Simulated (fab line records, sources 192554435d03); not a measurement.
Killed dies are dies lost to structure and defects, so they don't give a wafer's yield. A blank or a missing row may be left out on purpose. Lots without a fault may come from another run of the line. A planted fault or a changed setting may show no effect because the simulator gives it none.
One fault seen from 2 desks | flow n5_finfet | each desk has only its own numbers; what lay behind them comes last

THE METROLOGY DESK
What the gauges read, lot by lot, whatever tool the lot ran on: means of the sampled wafers that have a number. A lot is out of limits, marked OUT, if its mean lies more than 4 standard deviations from the usual mean; the brackets give that distance. Of its 27 readings 7 are shown: those that lie furthest out on some lot.
Columns: A = trench_depth_nm at N5_BEOL_M8_OCD_MEAS_38, usual 92.9 nm; B = M8_THK at N5_BEOL_M8_THK_MEAS_53, usual 80.5 nm; C = M8_RS at N5_BEOL_M8_RS_MEAS_57, usual 0.288 ohm/sq; D = SERP_M11 at N5_BEOL_M15_RC_MEAS_101, usual 3.12 ohm/um; E = SERP_M14 at N5_BEOL_M15_RC_MEAS_101, usual 0.160 ohm/um; F = SERP_M8 at N5_BEOL_M15_RC_MEAS_101, usual 13.9 ohm/um; G = SERP_M8_max_site at N5_BEOL_M15_RC_MEAS_101, usual 14.5 ohm/um
lot  | first seen here | A    | B    | C     | D    | E     | F    | G
L134 | day 10 20:10    | 94.9 | 84.3 | 0.273 | 3.00 | 0.161 | 12.9 | 13.6
L143 | day 13 02:32    | 93.1 | 82.8 | 0.282 | 3.22 | 0.157 | 13.7 | 14.5
L144 | day 13 11:34    | 87.5 | 75.0 | 0.321 | 3.06 | 0.157 | 15.4 | 16.4
L146 | day 13 20:28    | 87.0 | 75.8 | 0.320 | 3.01 | 0.161 | 14.7 | 15.2
L147 | day 14 08:11    | 93.2 | 80.5 | 0.289 | 3.28 | 0.157 | 13.8 | 14.4
L149 | day 14 18:53    | 93.1 | 78.9 | 0.291 | 3.26 | 0.157 | 13.8 | 14.5
L151 | day 15 18:52    | 92.4 | 80.1 | 0.289 | 3.17 | 0.169 | 14.5 | 14.9
This desk's finding: nothing out of limits on any of the 7 lots.

THE TOOL OWNER'S DESK: rie_diel-06
The tool's own readings at N5_BEOL_M8_TRENCH_ETCH_37 (etches SiCOH lowk in C4F6/O2, target depth 93.478 nm, time 31.2 s): means of the sampled wafers that have a number, for each lot that ran on this tool. A lot is out of limits, marked OUT, if its mean lies more than 4 standard deviations from the usual mean; the brackets give that distance. Of its 8 readings 7 are shown: the one that was out of limits first, and those that lie furthest out on some lot.
Columns: A = O2_flow_sccm at N5_BEOL_M8_TRENCH_ETCH_37, usual 10.00 sccm; B = drypump_motor_current_A at N5_BEOL_M8_TRENCH_ETCH_37, usual 5.7 A; C = oes_o_777_au at N5_BEOL_M8_TRENCH_ETCH_37, usual 0.79 a.u.; D = oes_product_au at N5_BEOL_M8_TRENCH_ETCH_37, usual 0.79 a.u.; E = rf_vpp_V at N5_BEOL_M8_TRENCH_ETCH_37, usual 665 V; F = run_length_s at N5_BEOL_M8_TRENCH_ETCH_37, usual 54.6 s; G = throttle_valve_pct at N5_BEOL_M8_TRENCH_ETCH_37, usual 20.92 %
lot  | first seen here | A     | B   | C    | D    | E   | F               | G
L134 | day 10 20:32    | 9.99  | 5.7 | 0.80 | 0.81 | 671 | 54.9            | 20.96
L143 | day 13 02:54    | 10.00 | 5.8 | 0.84 | 0.84 | 671 | 54.9            | 20.98
L144 | day 13 11:56    | 9.99  | 5.7 | 0.79 | 0.79 | 675 | 52.7            | 21.02
L146 | day 13 21:04    | 10.01 | 5.9 | 0.78 | 0.79 | 668 | 52.3 (-4.2) OUT | 21.00
This desk's finding: out of limits on L146; first on L146, day 13 21:04 (run_length_s at N5_BEOL_M8_TRENCH_ETCH_37). In limits: L134, L143, L144.

PUT TOGETHER
The tool owner's desk could have raised an alarm at day 13 21:04, on L146.
The metrology desk saw nothing out of limits.
The metrology desk has L146 on record, within its limits.
Of the lots named, all ran N5_BEOL_M8_TRENCH_ETCH_37 on rie_diel-06.

WHAT THE SIMULATOR HAD PUT IN
Process parameter drift: rie_diel-06, from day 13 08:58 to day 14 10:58, at N5_BEOL_M8_TRENCH_ETCH_37. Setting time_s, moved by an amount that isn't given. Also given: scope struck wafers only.
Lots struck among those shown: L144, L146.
Hours from the fault's start to each desk's first reading out of limits: the tool owner's desk, 12.
